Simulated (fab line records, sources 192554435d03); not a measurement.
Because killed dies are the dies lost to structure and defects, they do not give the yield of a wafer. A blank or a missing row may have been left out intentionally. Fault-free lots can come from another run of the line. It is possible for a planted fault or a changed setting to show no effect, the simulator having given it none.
fab line records    flow n5Finfet
record lots=9  wafers=27  lastDay=18
route steps=1938 shown MOL_CONTACT_COAG@544 BEOL_M4@1111 PASSIVATION@1936
lots untouched by any fault: they come from a run of this same line in which no faults occurred
startH: hours from the record's opening day to when the first of the lot's shown wafers began    waitH: hours from the lot's prior step to this one    " as in the row above    L1.1+2: a row that stands for several wafers    - value missing, or start not given    * or withheld: withheld    < > ~ a bound
route shown NAME@n: NAME is a module with steps in the file, n the number in the route of the first one    usual: mean/standard deviation taken from wafers without a fault    same: alike in all rows    chamber/n: place in a boat    sites: per-site readings    _std_site: standard deviation of those values    _edge_site: outer sites' mean less inner sites'    radiusMm: how far each site lies from the wafer's centre    mask NAME#n: copy n    behind: tool/chamber where the wafer was last shaped    hold: cause of the lot's hold/its duration in hours/its outcome    device: the transistor (n, p or np) that didn't switch    end of line: the route-end tests of the same wafers    a step without rows: its recipe alone    killed: dies lost to structure and defects at the first sort, not the wafer's yield    map: dies across one wafer; x = killed, . = not, _ = none there
set.NAME: setting as actually run; set.NAME@STEP: the setting as run at that earlier step    model.NAME: the simulator's own value behind a step, which no gauge read
a sample of lots followed through the steps of the route, with each step as a table and each wafer as a row
services: from which hour (startH, from the record's first day; less than 0 if before it) a tool's chamber was out of use, for how many hours, and why
## steps
# step N5_MOL_CONTACT_COAG_ALD_20
# recipe material=TiN  targetThkA=15  tempC=400  aldPrecursorFamily=TiCl4  aldCoReactant=NH3  pulseTimeS=1  purgeTimeS=3  coReactantPurgeTimeS=2  coReactantPulseTimeS=2  aldCycles=68  pressureTorr=3
# usual heaterPowerW=905/100  precursorPulseHeightRel=1.004/0.021
# same coReactantPurgeTimeS=2
lot.wafer  tool         chamber  startH  waitH  heaterPowerW  precursorPulseHeightRel  sinceWetCleanH
L982.3     aldMetal-02  2        91.02   0.1    775           0.997                    2831
L982.5     "            2        "       "      786           1.000                    -
L982.6     "            1        "       "      966           0.990                    -
L986.1     aldMetal-04  1        116.57  0.1    944           0.969                    5933
L986.5     "            3        "       "      1053          1.002                    -
L986.6     "            0        "       "      846           0.992                    -
L987.1     aldMetal-04  3        120.35  0.1    1049          1.003                    5937
L987.2     "            0        "       "      837           1.003                    5937
L987.3     "            1        "       "      942           1.029                    5937
L989.1     aldMetal-01  0        132.05  0.1    849           0.991                    1333
L989.2     "            3        "       "      889           0.999                    1333
L989.5     "            2        "       "      1089          1.016                    -
L996.2     aldMetal-02  0        175.97  0.1    959           1.025                    2916
L996.4     "            3        "       "      757           1.008                    2916
L996.5     "            3        "       "      750           1.013                    -
L997.1     aldMetal-02  1        182.10  0.1    958           0.995                    2922
L997.5     "            2        "       "      758           1.005                    -
L997.6     "            1        "       "      956           1.020                    -
L998.3     aldMetal-01  1        186.58  0.1    862           1.001                    1388
L998.4     "            0        "       "      864           0.997                    1388
L998.6     "            0        "       "      862           0.997                    -
L999.1     aldMetal-02  1        193.14  0.1    953           1.013                    2933
L999.5     "            0        "       "      948           1.009                    -
L999.6     "            1        "       "      968           1.023                    -
L105.1     aldMetal-02  1        231.53  0.1    953           1.002                    2971
L105.5     "            3        "       "      751           1.046                    -
L105.6     "            2        "       "      748           1.005                    -
# step N5_MOL_CONTACT_COAG_CO_FILL_22
# recipe material=Co  targetThkA=200  tempC=200  precursor=CCTBA/H2  pressureTorr=30
# usual heaterPowerW=261/32
lot.wafer  tool      chamber  startH  waitH  heaterPowerW  sinceWetCleanH
L982.3     cvdCo-02  1        92.73   0.1    324           1072
L982.5     "         0        "       "      265           -
L982.6     "         2        "       "      248           -
L986.1     cvdCo-01  0        117.36  0.1    250           878
L986.5     "         2        "       "      207           -
L986.6     "         0        "       "      249           -
L987.1     cvdCo-02  1        121.20  0.1    318           1100
L987.2     "         2        "       "      246           203
L987.3     "         0        "       "      265           663
L989.1     cvdCo-02  2        132.99  0.1    250           215
L989.2     "         1        "       "      309           1112
L989.5     "         1        "       "      313           -
L996.2     cvdCo-02  1        177.34  0.1    325           1156
L996.4     "         1        "       "      319           -
L996.5     "         2        "       "      250           -
L997.1     cvdCo-01  2        183.40  0.1    207           484
L997.5     "         1        "       "      249           -
L997.6     "         0        "       "      248           -
L998.3     cvdCo-02  1        187.52  0.1    313           1166
L998.4     "         0        "       "      273           -
L998.6     "         1        "       "      304           -
L999.1     cvdCo-01  0        194.26  0.1    245           954
L999.5     "         1        "       "      254           -
L999.6     "         0        "       "      249           -
L105.1     cvdCo-01  2        234.61  0.1    212           535
L105.5     "         0        "       "      251           -
L105.6     "         1        "       "      245           -
# step N5_MOL_CONTACT_COAG_EXPOSE_81
# recipe maskId=VG  na=0.33  sourceShape=annular  sigmaInner=0.3  sigmaOuter=0.7  polarization=unpolarized  defocusNm=0  doseMj=59.5
# usual exposureDoseMJCm2=60.2/0.97  reticleTempC=23.01/0.12
# same sigmaOuter=0.7
lot.wafer  tool           chamber  startH  waitH  mask  exposureDoseMJCm2  reticleTempC
L982.3     euvScanner-01  0        99.97   -      VG#0  61.3               22.88
L982.5     "              0        "       "      VG#0  61.4               23.04
L982.6     "              0        "       "      VG#0  61.3               22.87
L986.1     euvScanner-02  0        124.12  -      VG#0  59.3               23.02
L986.5     "              0        "       "      VG#0  59.4               22.95
L986.6     "              0        "       "      VG#0  59.4               23.17
L987.1     euvScanner-01  0        128.48  -      VG#0  61.3               23.19
L987.2     "              0        "       "      VG#0  61.4               23.23
L987.3     "              0        "       "      VG#0  61.3               22.97
L989.1     euvScanner-02  0        142.75  -      VG#0  59.5               23.10
L989.2     "              0        "       "      VG#0  59.4               23.08
L989.5     "              0        "       "      VG#0  59.4               23.22
L996.2     euvScanner-01  0        183.98  -      VG#0  61.3               23.02
L996.4     "              0        "       "      VG#0  61.3               23.18
L996.5     "              0        "       "      VG#0  61.3               23.14
L997.1     euvScanner-01  0        190.55  -      VG#0  61.4               23.18
L997.5     "              0        "       "      VG#0  61.4               23.12
L997.6     "              0        "       "      VG#0  61.2               23.23
L998.3     euvScanner-02  0        195.76  -      VG#0  59.4               23.18
L998.4     "              0        "       "      VG#0  59.4               23.14
L998.6     "              0        "       "      VG#0  59.4               22.97
L999.1     euvScanner-02  0        199.96  -      VG#0  59.4               23.06
L999.5     "              0        "       "      VG#0  59.3               22.95
L999.6     "              0        "       "      VG#0  59.3               23.11
L105.1     euvScanner-02  0        240.83  -      VG#0  59.4               23.04
L105.5     "              0        "       "      VG#0  59.4               23.06
L105.6     "              0        "       "      VG#0  59.4               23.08
# step N5_MOL_CONTACT_COAG_CD_MEAS_84
# recipe targetCdNm=25.1  landingEnergyEv=500  detector=seInlens  polarity=opening
# usual cdNm=25.04/0.29
lot.wafer  tool      chamber  startH  waitH  cdNm
L982.3     cdSem-02  0        100.10  -      25.34
L982.5     "         0        "       "      25.61
L982.6     "         0        "       "      25.11
L986.1     cdSem-03  0        124.26  -      24.50
L986.5     "         0        "       "      24.84
L986.6     "         0        "       "      25.02
L987.1     cdSem-03  0        128.63  -      24.39
L987.2     "         0        "       "      25.07
L987.3     "         0        "       "      24.78
L989.1     cdSem-03  0        142.90  -      24.53
L989.2     "         0        "       "      24.82
L989.5     "         0        "       "      24.51
L996.2     cdSem-03  0        184.11  -      25.06
L996.4     "         0        "       "      25.13
L996.5     "         0        "       "      25.19
L997.1     cdSem-01  0        190.69  -      24.67
L997.5     "         0        "       "      24.30
L997.6     "         0        "       "      24.79
L998.3     cdSem-03  0        195.89  -      25.14
L998.4     "         0        "       "      25.31
L998.6     "         0        "       "      25.22
L999.1     cdSem-02  0        200.10  -      24.96
L999.5     "         0        "       "      24.76
L999.6     "         0        "       "      24.95
L105.1     cdSem-03  0        240.98  -      25.16
L105.5     "         0        "       "      25.33
L105.6     "         0        "       "      25.34
# step N5_MOL_CONTACT_COAG_OVL_MEAS_85
# recipe pointsPerWafer=522
# usual VG_OVL=-0.4/0.6
lot.wafer  tool        chamber  startH  waitH  VG_OVL[nm]
L982.3     overlay-01  0        100.14  0.0    1.0
L982.5     "           0        "       "      -0.2
L982.6     "           0        "       "      -0.1
L986.1     overlay-02  0        124.29  0.0    0.3
L986.5     "           0        "       "      0.9
L986.6     "           0        "       "      -0.1
L987.1     overlay-02  0        128.66  0.0    -0.7
L987.2     "           0        "       "      0.8
L987.3     "           0        "       "      0.2
L989.1     overlay-02  0        142.93  0.0    -1.0
L989.2     "           0        "       "      0.0
L989.5     "           0        "       "      -0.6
L996.2     overlay-02  0        184.15  0.0    12.0
L996.4     "           0        "       "      12.4
L996.5     "           0        "       "      12.4
L997.1     overlay-02  0        190.72  0.0    12.1
L997.5     "           0        "       "      11.4
L997.6     "           0        "       "      11.9
L998.3     overlay-01  0        195.93  0.0    -1.0
L998.4     "           0        "       "      -1.3
L998.6     "           0        "       "      -0.1
L999.1     overlay-02  0        200.13  0.0    -0.6
L999.5     "           0        "       "      -0.1
L999.6     "           0        "       "      0.2
L105.1     overlay-02  0        241.01  0.0    -0.9
L105.5     "           0        "       "      -1.7
L105.6     "           0        "       "      -0.6
# step N5_BEOL_M4_RC_MEAS_101
# usual DIBL_N=36.0/2.5  DIBL_P=36.7/3  IOFF_N=0.16/0.043  IOFF_P=0.21/0.049  ION_N=673/15  ION_P=461/9.8  SS_N=71.5/0.83  SS_P=73.4/0.83  VT_N=250/4  VT_P=-251/4
lot.wafer  tool       chamber  startH  waitH  DIBL_N[mV/V]  DIBL_P[mV/V]  IOFF_N[nA/um]  IOFF_P[nA/um]  ION_N[uA/um]  ION_P[uA/um]  SS_N[mV/dec]  SS_P[mV/dec]  VT_N[mV]  VT_P[mV]
L982.3     prober-01  0        161.37  0.3    32.1          33.7          0.12           0.18           657           456           70.5          72.6          254       -254
L982.5     "          0        "       "      33.0          33.8          0.14           0.18           671           459           71.7          72.8          254       -254
L982.6     "          0        "       "      31.8          33.3          0.12           0.17           663           459           70.7          72.1          252       -250
L986.1     prober-01  0        186.86  0.0    29.9          30.0          0.09           0.13           677           470           69.7          71.6          256       -257
L986.5     "          0        "       "      35.4          36.9          0.16           0.22           671           467           71.6          72.5          245       -249
L986.6     "          0        "       "      32.0          32.9          0.11           0.17           675           475           71.5          71.8          254       -250
L987.1     prober-01  0        192.36  0.0    40.5          41.9          0.23           0.29           687           465           72.0          73.8          244       -245
L987.2     "          0        "       "      32.2          32.5          0.09           0.15           647           452           69.8          71.4          258       -253
L987.3     "          0        "       "      38.0          39.1          0.18           0.24           681           465           71.5          73.0          248       -247
L989.1     prober-02  0        212.67  0.0    30.3          32.5          0.10           0.14           645           441           71.2          71.8          256       -257
L989.2     "          0        "       "      31.6          34.5          0.12           0.16           651           453           70.9          72.6          252       -254
L989.5     "          0        "       "      36.3          39.7          0.23           0.26           681           464           73.6          73.7          244       -246
L996.2     prober-01  0        243.50  0.2    41.8          41.4          0.27           0.32           684           462           73.2          74.9          247       -244
L996.4     "          0        "       "      34.5          32.9          0.13           0.18           668           462           70.4          72.5          251       -251
L996.5     "          0        "       "      35.7          33.3          0.13           0.18           650           447           71.9          73.4          256       -251
L997.1     prober-01  0        266.62  0.0    34.7          34.9          0.14           0.19           677           466           70.6          73.5          251       -250
L997.5     "          0        "       "      38.4          39.5          0.21           0.27           684           469           72.1          74.4          246       -248
L997.6     "          0        "       "      35.1          35.9          0.15           0.21           670           459           71.5          72.9          252       -253
L998.3     prober-01  0        270.19  0.3    34.1          34.3          0.12           0.15           682           458           70.1          72.9          251       -257
L998.4     "          0        "       "      37.5          37.5          0.18           0.20           693           462           72.1          74.3          249       -252
L998.6     "          0        "       "      33.7          34.6          0.12           0.17           666           460           71.0          73.0          253       -252
L999.1     prober-02  0        276.94  0.0    34.9          36.0          0.14           0.22           666           462           70.3          73.1          251       -247
L999.5     "          0        "       "      37.1          38.8          0.17           0.26           672           469           71.8          73.2          248       -246
L999.6     "          0        "       "      37.5          39.1          0.19           0.27           694           484           71.2          73.4          246       -244
L105.1     prober-01  0        325.33  0.0    35.6          36.6          0.14           0.17           672           454           71.1          72.9          252       -256
L105.5     "          0        "       "      37.2          38.3          0.17           0.19           683           463           71.8          73.6          251       -254
L105.6     "          0        "       "      35.3          36.1          0.13           0.16           650           445           70.9          73.2          254       -258
# step N5_PASSIVATION_PROBE_49
# usual defectLimitedYield=91.1/1.5  killed_at_M0_to_M3=37/11  killed_at_M4_up=13/5.6  killedAtContacts=12/5.6  killedAtFrontEnd=39/11  killedAtOther=4/3.1  killedDies=105/18  killedOnRim=14/3.8  killedOpen=69/13  killedShort=35/7.4  sort_bin_5_function=5.1/0.92  sort_bin_6_memory=3.4/0.76  sort_bin_8_speed=0.02/0.11  sortNPass=1075/18  sortYieldPct=91.1/1.5
# same grossDies=1180  killedAtBackSide=0  sort_bin_4_leakage[%]=0
lot.wafer  tool       chamber  startH  waitH  defectLimitedYield[%]  killed_at_M0_to_M3  killed_at_M4_up  killedAtContacts  killedAtFrontEnd  killedAtOther  killedDies  killedOnRim  killedOpen  killedShort  sort_bin_5_function[%]  sort_bin_6_memory[%]  sort_bin_8_speed[%]  sortNPass  sortYieldPct[%]
L987.1     prober-01  -        290.39  0.0    89.2                   24                  25               15                62                2              128         15           79          40           6.4                     3.4                   0                    1052       89.2
L987.2     prober-01  -        290.44  0.1    93.8                   17                  16               11                23                6              73          11           44          28           4.2                     1.6                   0.08                 1106       93.7
L987.3     prober-01  -        290.49  0.1    92.2                   30                  21               8                 33                0              92          13           59          30           4.6                     2.8                   0                    1088       92.2
L997.1     prober-01  -        377.91  0.0    0                      32                  17               1097              34                0              1180        152          65          34           52.4                    3.5                   0                    0          0
L997.5     prober-01  -        378.11  0.2    0                      29                  10               1101              36                4              1180        152          55          35           51.2                    3.2                   0                    0          0
L997.6     prober-01  -        378.16  0.3    0                      26                  7                1093              54                0              1180        152          61          37           50.9                    3.2                   0                    0          0
L996.2     prober-01  -        381.27  0.1    0                      38                  11               1104              23                4              1180        152          62          27           52.3                    3.0                   0                    0          0
L996.4     prober-01  -        381.37  0.2    0                      58                  16               1065              34                7              1180        152          86          45           51.9                    4.3                   0                    0          0
L996.5     prober-01  -        381.42  0.2    0                      25                  9                1097              37                12             1180        152          59          34           52.1                    2.4                   0                    0          0
# killed by level:class
L987.1 BEOL_M4:geometricParticle:open=18 MOL_CONTACT_COAG:geometricParticle:open=13 STI_FIN_REVEAL:geometricParticle:open=12 FIN_SAQP:geometricParticle:short=11 BEOL_M0_SAQP:geometricParticle:short=9 FIN_SAQP:geometricParticle:open=8 HKMG_FIN:areaEtch=8 GATE_CUT:geometricParticle:short=6
L987.2 MOL_CONTACT_COAG:geometricParticle:open=9 BEOL_M4:geometricParticle:open=8 BEOL_M0_SAQP:geometricParticle:short=6 BEOL_M1:geometricParticle:open=6 FIN_SAQP:geometricParticle:short=5 PAD_METAL:geometricParticle:short=5 DUMMY_GATE:geometricParticle:open=4 BEOL_M0_SAQP:geometricParticle:open=4
L987.3 BEOL_M0_SAQP:geometricParticle:open=12 FIN_SAQP:geometricParticle:short=10 BEOL_M4:geometricParticle:open=9 STI_FIN_REVEAL:geometricParticle:open=7 MOL_CONTACT_COAG:geometricParticle:open=7 BEOL_M0_SAQP:geometricParticle:short=7 BEOL_M2:geometricParticle:short=4 BEOL_M3:geometricParticle:open=4
L997.1 MOL_CONTACT_COAG:overlay=1080 MOL_CONTACT_COAG:geometricParticle:open=15 FIN_SAQP:geometricParticle:short=10 BEOL_M0_SAQP:geometricParticle:short=9 BEOL_M2:geometricParticle:open=9 BEOL_M0_SAQP:geometricParticle:open=8 BEOL_M4:geometricParticle:open=8 FIN_SAQP:geometricParticle:open=7
L997.5 MOL_CONTACT_COAG:overlay=1090 BEOL_M0_SAQP:geometricParticle:open=10 MOL_CONTACT_COAG:geometricParticle:open=9 FIN_SAQP:geometricParticle:open=7 GATE_CUT:geometricParticle:short=7 BEOL_M0_SAQP:geometricParticle:short=7 FIN_SAQP:geometricParticle:short=6 STI_FIN_REVEAL:geometricParticle:open=4
L997.6 MOL_CONTACT_COAG:overlay=1082 FIN_SAQP:geometricParticle:short=14 FIN_SAQP:geometricParticle:open=10 MOL_CONTACT_COAG:geometricParticle:open=9 STI_FIN_REVEAL:geometricParticle:open=6 BEOL_M1:geometricParticle:open=6 BEOL_M3:geometricParticle:open=6 STARTING-WAFER:geometricParticle:short=6
L996.2 MOL_CONTACT_COAG:overlay=1091 BEOL_M0_SAQP:geometricParticle:open=12 MOL_CONTACT_COAG:geometricParticle:open=8 BEOL_M3:geometricParticle:open=8 STI_FIN_REVEAL:geometricParticle:open=5 MOL_CONTACT_COAG:geometricParticle:short=5 BEOL_M3:geometricParticle:short=5 BEOL_M0_SAQP:geometricParticle:short=4
L996.4 MOL_CONTACT_COAG:overlay=1047 BEOL_M0_SAQP:geometricParticle:open=20 BEOL_M0_SAQP:geometricParticle:short=18 MOL_CONTACT_COAG:geometricParticle:open=15 FIN_SAQP:geometricParticle:short=10 BEOL_M4:geometricParticle:open=8 BEOL_M3:geometricParticle:open=7 BEOL_M2:geometricParticle:open=6
L996.5 MOL_CONTACT_COAG:overlay=1087 BEOL_M0_SAQP:geometricParticle:open=10 FIN_SAQP:geometricParticle:short=7 MOL_CONTACT_COAG:geometricParticle:open=7 BEOL_M3:geometricParticle:open=7 DUMMY_GATE:geometricParticle:open=6 BEOL_M5:geometricParticle:open=6 PASS1_CAP:geometricParticle:short=5
## services
tool           chamber  startH  hours  kind
euvScanner-02  -        67.50   1.3    repair
euvScanner-02  -        71.19   1.0    pm
cvdCo-02       1        74.98   9.7    repair
aldMetal-04    1        75.53   8.0    repair
euvScanner-02  -        83.59   1.4    repair
euvScanner-02  -        94.31   0.5    repair
euvScanner-01  -        94.86   1.0    pm
aldMetal-04    2        99.21   25.3   repair
aldMetal-01    2        118.96  10.5   repair
aldMetal-04    -        124.50  0.8    repair
euvScanner-02  -        127.34  1.0    pm
euvScanner-01  -        135.61  0.5    repair
cvdCo-02       -        140.44  0.7    repair
euvScanner-01  -        150.64  1.0    pm
aldMetal-01    -        161.44  8.7    pm
euvScanner-02  0        163.33  -      calibration
euvScanner-01  -        175.46  4.6    pm
euvScanner-02  -        183.49  1.0    pm
euvScanner-02  -        193.67  0.5    repair
aldMetal-04    -        197.69  0.3    repair
euvScanner-02  -        204.32  4.6    pm
euvScanner-01  -        208.91  1.0    pm
aldMetal-04    -        231.06  8.7    pm
euvScanner-01  -        236.38  5.8    pm
## key
firstSign step=N5_MOL_CONTACT_COAG_OVL_MEAS_85  reading=VG_OVL  direction=up  sigmas=21  usual=-0.4  struck=12.0
effect step=N5_PASSIVATION_PROBE_49  reading=killedAtContacts  direction=up  sigmas=99+  usual=12  struck=1093
moreKillsBornAt N5_MOL_CONTACT_COAG_EXPOSE_81@euvScanner-01=6477
metAt N5_MOL_CONTACT_COAG_EXPOSE_81
struckLots L996,L997
notActingAt N5_MOL_CONTACT_COAG_ALD_20,N5_MOL_CONTACT_COAG_CO_FILL_22,N5_MOL_CONTACT_COAG_CD_MEAS_84
onsetBetween 128.48 183.98
fault kind=scannerMatchingOverlay  tool=euvScanner-01  chamber=-  onsetH=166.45  steps=N5_MOL_CONTACT_COAG_EXPOSE_81  offset=12.38
